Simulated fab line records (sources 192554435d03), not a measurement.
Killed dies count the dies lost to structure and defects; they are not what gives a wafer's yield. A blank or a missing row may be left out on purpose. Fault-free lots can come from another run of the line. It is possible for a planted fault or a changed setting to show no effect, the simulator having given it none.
One fault through the eyes of 2 desks || flow n5_finfet || every desk sees just its own numbers, and what lay behind them comes last

## DESK OF THE TOOL OWNER: ald_sin-02
The tool's own readings at N5_FIN_SAQP_ALD_61 (deposits SiO2, target thk 4 nm, pulse time 1 s, purge time 2 s): means of the sampled wafers that have a number, for each lot that ran on this tool. If a lot's mean is further than 4 standard deviations from the usual mean, the lot is out of limits and carries the mark OUT (the distance appears in the brackets).
Columns: A = chamber_pressure_Torr at N5_FIN_SAQP_ALD_61, usual 2.001 Torr; B = heater_power_outer_w at N5_FIN_SAQP_ALD_61, usual 261 W; C = heater_power_w at N5_FIN_SAQP_ALD_61, usual 464 W; D = precursor_pulse_height_rel at N5_FIN_SAQP_ALD_61, usual 0.998; E = susceptor_temp_C at N5_FIN_SAQP_ALD_61, usual 299.99 C
{"lot": "L764", "first seen here": "day 2 03:28", "A": 1.996, "B": 270, "C": 480, "D": 0.982, "E": 300.08}
{"lot": "L769", "first seen here": "day 3 08:46", "A": 1.997, "B": 235, "C": 432, "D": 0.983, "E": "287.19 (-61) OUT"}
{"lot": "L770", "first seen here": "day 3 15:12", "A": 2.001, "B": 254, "C": 455, "D": 0.989, "E": "293.62 (-30) OUT"}
This desk's finding: out of limits on L769, L770; first on L769, day 3 08:46 (susceptor_temp_C at N5_FIN_SAQP_ALD_61). In limits: L764.

## AT THE METROLOGY DESK
Means of the sampled wafers that have a number, per lot and without regard to the tool the lot ran on: this is what the gauges read. If a lot's mean is further than 4 standard deviations from the usual mean, the lot is out of limits and carries the mark OUT (the distance appears in the brackets). 7 of its 10 readings are shown, namely those furthest out on some lot.
Columns: A = DIBL_N at N5_BEOL_M4_RC_MEAS_101, usual 36.3 mV/V; B = DIBL_P at N5_BEOL_M4_RC_MEAS_101, usual 36.2 mV/V; C = IOFF_N at N5_BEOL_M4_RC_MEAS_101, usual 0.160 nA/um; D = IOFF_P at N5_BEOL_M4_RC_MEAS_101, usual 0.211 nA/um; E = ION_N at N5_BEOL_M4_RC_MEAS_101, usual 676 uA/um; F = VT_N at N5_BEOL_M4_RC_MEAS_101, usual 249.3 mV; G = VT_P at N5_BEOL_M4_RC_MEAS_101, usual -250.1 mV
{"lot": "L764", "first seen here": "day 8 13:41", "A": 39.0, "B": 38.8, "C": 0.189, "D": 0.255, "E": 679, "F": 246.3, "G": -247.4}
{"lot": "L769", "first seen here": "day 9 12:46", "A": 37.7, "B": 36.4, "C": 0.137, "D": 0.211, "E": 665, "F": 252.8, "G": -250.6}
{"lot": "L770", "first seen here": "day 9 22:14", "A": 36.5, "B": 34.6, "C": 0.147, "D": 0.195, "E": 675, "F": 248.7, "G": -248.8}
{"lot": "L779", "first seen here": "day 12 01:26", "A": 37.2, "B": 36.8, "C": 0.177, "D": 0.231, "E": 674, "F": 248.5, "G": -250.1}
Result from this desk: across the 4 lots, nothing is out of limits.

## ALL TOGETHER
At day 3 08:46, on L769, L770, the tool owner's desk was in a position to raise an alarm.
At the metrology desk, nothing out of limits was observed.
The metrology desk holds a record of L769, L770, inside its limits.
Of the lots named, all ran N5_FIN_SAQP_ALD_61 on ald_sin-02.

## WHAT THE SIMULATOR HAD INSERTED
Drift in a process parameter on ald_sin-02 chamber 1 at N5_FIN_SAQP_ALD_61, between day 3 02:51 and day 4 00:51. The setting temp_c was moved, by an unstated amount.
Shown lots that were struck: L769, L770.
How many hours passed from the start of the fault until each desk's first out-of-limits reading: the tool owner's desk, 6.
